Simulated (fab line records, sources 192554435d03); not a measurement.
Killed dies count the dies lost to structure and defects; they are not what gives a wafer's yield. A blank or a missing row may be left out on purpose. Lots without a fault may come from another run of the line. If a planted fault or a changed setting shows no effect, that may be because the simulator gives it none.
Problem report in the 8D (eight disciplines) form, filled by code	flow n5 finfet	the parts of the form that need people (team, actions taken, sign-off) are left out

== 1. WHAT WENT WRONG ==
At N5_DUMMY_GATE_CD_MEAS_50, cd nm averages 11.0 nm over 2 wafers from 2 lots, while fault-free wafers read 14.0 nm, standard deviation 0.31. That puts it -9.7 standard deviations away from the usual mean.
The step: target cd 14 nm.
Seen first at day 6 18:04 on cd sem-02, wafer L330.5. At this step, 29 wafers from 10 lots have a number in the record. The rule behind "out" and "out of limits": a value lying over 4 standard deviations away from the usual mean. The rest of the wafers with a number are treated as sound.

== 2. WHAT THIS IS AND IS NOT ==
question	is	is not
which readings at this step	cd nm	-
which lots	L330, L332	L315, L317, L318, L319, L320, L322, L328, L338
which wafers of those lots	L330.5, L332.2	L330.3, L330.6, L332.6
read on which gauges	cd sem-02, cd sem-03	cd sem-01
when	from day 6 18:04	up to then (23 sound wafers); but 4 sound wafers of L332, L338 came after

== 3. WHAT RULES OUT EACH SUSPECT ==
Counting: any tool at a process step up to the reading remains a suspect provided it ran every lot that is out. Sound lots after the first of them don't rule it out here, since some wafers of a struck lot are sound.
- ruled out: the gauge at N5_DUMMY_GATE_CD_MEAS_50. 2 gauges (cd sem-02, cd sem-03) read the wafers that are out.
- rie si-06 at N5_DUMMY_GATE_TRIM_49 (chemistry O2, time 29 s, target cd 14 nm): kept. It ran every lot that is out, first L330 (day 6 17:55); its last sound lot up to then is L328 (day 6 06:52). Its own oes product au readings are out on those wafers.
- Within rie si-06 at N5_DUMMY_GATE_TRIM_49: the wafers that are out ran in chamber 1; their sound lot-mates ran in chambers 0, 2.
Remaining after the count: rie si-06 at N5_DUMMY_GATE_TRIM_49.

== 4. THE CAUSE (what the simulator had put in) ==
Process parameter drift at N5_DUMMY_GATE_TRIM_49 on rie si-06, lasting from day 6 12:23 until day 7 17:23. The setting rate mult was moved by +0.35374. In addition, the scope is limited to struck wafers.
This tool alone remained once counting was done.

== 5. THE CHAIN OF EFFECTS, in route order ==
Each row: a reading whose mean over the struck wafers that have a number lies more than 3 standard deviations from the usual. Scope: only readings with a usual standard deviation given in the record; hours: median across lots of the time from each lot's start at the first step in this table that gives one to its start at this step; sigmas: change in usual standard deviations.
hours	step	reading	usual	on struck wafers	change	sigmas
0	N5_DUMMY_GATE_TRIM_49	oes product au	0.992 a.u.	1.212	+0.220	+16
0	N5_DUMMY_GATE_CD_MEAS_50	cd nm	14.0 nm	11.0	-3.0	-9.7
1	N5_DUMMY_GATE_CD_MEAS_24	cd nm	15.1 nm	11.8	-3.3	-11
220	N5_PASSIVATION_PROBE_49	killed at front end	39	870	+832	+84
220	N5_PASSIVATION_PROBE_49	killed dies	102	941	+839	+56
220	N5_PASSIVATION_PROBE_49	killed on rim	13	148	+136	+37
It contains these process steps:
- N5_DUMMY_GATE_TRIM_49: chemistry O2, time 29 s, target cd 14 nm.
- N5_PASSIVATION_PROBE_49

== 6. WHAT WOULD HAVE CAUGHT IT SOONER ==
6 hours passed between the start of the fault at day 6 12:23 and the first reading out of limits at a measuring or inspecting step in this record, taken at day 6 18:04.
Tool's own readings at N5_DUMMY_GATE_TRIM_49, oes product au: out on all struck wafers the step has rows for; an alarm limit on them would have tripped on the first.
Among the 2 lots that are out, L332 began N5_DUMMY_GATE_TRIM_49 on rie si-06 after day 6 18:04. Had the tool been put on hold then, it would have been spared.
